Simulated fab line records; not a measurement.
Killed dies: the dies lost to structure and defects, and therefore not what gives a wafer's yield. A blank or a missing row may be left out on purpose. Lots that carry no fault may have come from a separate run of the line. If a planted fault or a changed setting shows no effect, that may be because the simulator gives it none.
Comparing a struck lot with a sound one || flow n5Finfet || 37 steps out of a route of 1938
Sound: wafers L719.1, L719.2, L719.6. Struck: wafers L730.1, L730.4. (L730.3 of the same lot was not struck and is left out.) The cause comes at the end.
Each step with rows lists, per side, the tool, then ch with its chambers, then its first start. Under that, the readings that differ: sound wafers || struck wafers || difference of the means || sigmas: that difference in standard deviations of wafers without a fault.
alike: words and numbers the same on both sides, and readings whose means are apart by under 2 such deviations; not compared: readings that were withheld, readings missing a value for some wafer, numbers with overlapping values and no deviation given by the record, and bounds like >300 which may hide the same value.
A row with sigmas, a row that says differs or no value, or rows on one side alone: a step with any of these is where the two part. When numbers do not overlap yet have no deviation, they are printed without sigmas and do not part them. Lack of a reading on every wafer of one side parts them only where that side has two or more wafers.

first, 9 steps without rows for these wafers: N5_BEOL_M3_ANNEAL_95 (time 240 s); N5_BEOL_M3_SPUTTER_96 (material Cu, target thk 4.5 nm, time 8.29 s); N5_BEOL_M3_ECD_50 (material Cu, target thk 300 nm); N5_BEOL_M3_ANNEAL_51 (time 90 s); N5_BEOL_M3_CMP_52 (polishes, stops on SiOC, t overpolish 6.8 s, target thk 40 nm); N5_BEOL_M3_PRE_CLEAN_60 (time 15 s); N5_BEOL_M3_CO_CAP_55 (material Co, precursor CCTBA/H2, target thk 2 nm, time 102.1 s); N5_BEOL_M3_PRE_CLEAN_56 (time 15 s); N5_BEOL_M3_DEP_57 (deposits SiCN from 3MS/NH3, target thk 8 nm, time 14 s).
N5_BEOL_M4_ILD_DEP_00: deposits SiOC from DEMS/O2, target thk 79 nm, time 15.3 s.
  sound on pecvd-01 ch 0,1,2, day 9 19:38; struck on pecvd-01 ch 0, day 12 03:34
{"reading": "model.SiOC_of_BEOL_M4_ILD_DEP_00.thkNm (nm)", "sound": "78.4 79.2 81.2", "struck": "89 90", "difference": "+10", "sigmas": ""}
  alike: heaterPowerW, rfFwdPowerW, showerheadPlenumPTorr, throttleValvePct
N5_BEOL_M4_THK_MEAS_01:
  sound on filmMetro-01, day 9 19:43; struck on filmMetro-01, day 12 03:37
{"reading": "M4_ILD_THK (nm)", "sound": "78.3 79.2 81.1", "struck": "88.9 89.9", "difference": "+9.9", "sigmas": "+9"}
then, 24 steps without rows for these wafers: N5_BEOL_M4_PECVD_72 (deposits SiO2 from TEOS/O2, target thk 16 nm, time 18 s); N5_BEOL_M4_HM_DEP_02 (deposits TiN, target thk 20 nm); N5_BEOL_M4_COAT_61 (time 60 s, resist thk 60 nm); N5_BEOL_M4_COAT_62 (time 60 s, resist thk 12 nm); N5_BEOL_M4_COAT_73 (time 60 s, resist thk 5 nm); N5_BEOL_M4_COAT_05 (resist thk 30 nm); N5_BEOL_M4_EBR_07; N5_BEOL_M4_SOFTBAKE_06 (time 60 s); N5_BEOL_M4_EXPOSE_08 (exposes mask M4); N5_BEOL_M4_PEB_09 (peb time 60 s); N5_BEOL_M4_DEVELOP_10 (develop time 30 s); N5_BEOL_M4_DESCUM_16 (chemistry O2, time 7 s); N5_BEOL_M4_ETCH_74 (etches underlayer in N2/H2, target depth 6.5 nm, time 5.2 s); N5_BEOL_M4_ETCH_63 (etches SiARC in CF4, target depth 15.6 nm, time 26 s); N5_BEOL_M4_ETCH_64 (etches SOC in N2/H2, target depth 75 nm, overetch 22.5 nm, time 121.9 s); N5_BEOL_M4_STRIP_65 (strips in N2/H2); N5_BEOL_M4_STRIP_75 (strips in N2/H2); N5_BEOL_M4_STRIP_66 (strips in CF4); N5_BEOL_M4_HM_OPEN_17 (chemistry Cl2/BCl3, target TiN, target depth 20 nm, overetch 6 nm); N5_BEOL_M4_STRIP_19 (strips in O2); N5_BEOL_M4_COAT_67 (time 60 s, resist thk 60 nm); N5_BEOL_M4_COAT_68 (time 60 s, resist thk 12 nm); N5_BEOL_M4_COAT_76 (time 60 s, resist thk 5 nm); N5_BEOL_M4_COAT_22 (resist thk 30 nm).
N5_BEOL_M4_CMP_52: polishes, stops on SiOC, t overpolish 6.8 s, target thk 40 nm.
  sound on cmp-01 ch 1,2, day 10 07:28; struck on cmp-01 ch 0,3, day 12 22:22
{"reading": "clearingPlatenDownForcePsi (psi)", "sound": "1.501 1.507 1.506", "struck": "1.499 1.493", "difference": -0.009, "sigmas": -2}
{"reading": "model.SiOC_of_BEOL_M4_ILD_DEP_00.thkNm (nm)", "sound": "75.4 76.2 78.2", "struck": "86 87", "difference": "+10", "sigmas": ""}
  alike: headPressurePsi, motorCurrentA, retainingRingPressureFrac
N5_BEOL_M4_RC_MEAS_101:
  sound on prober-02 ch 0, day 10 08:08; struck on prober-02 ch 0, day 12 22:58
  alike: DIBL_N, DIBL_P, IOFF_N, IOFF_P, ION_N, ION_P, SS_N, SS_P, VT_N, VT_P

== WHERE THEY PART ==
Earliest at N5_BEOL_M4_THK_MEAS_01; latest, in this record, at N5_BEOL_M4_CMP_52. Later steps at which nothing parts them and some readings are alike: N5_BEOL_M4_RC_MEAS_101.

WHY: what the simulator had put in
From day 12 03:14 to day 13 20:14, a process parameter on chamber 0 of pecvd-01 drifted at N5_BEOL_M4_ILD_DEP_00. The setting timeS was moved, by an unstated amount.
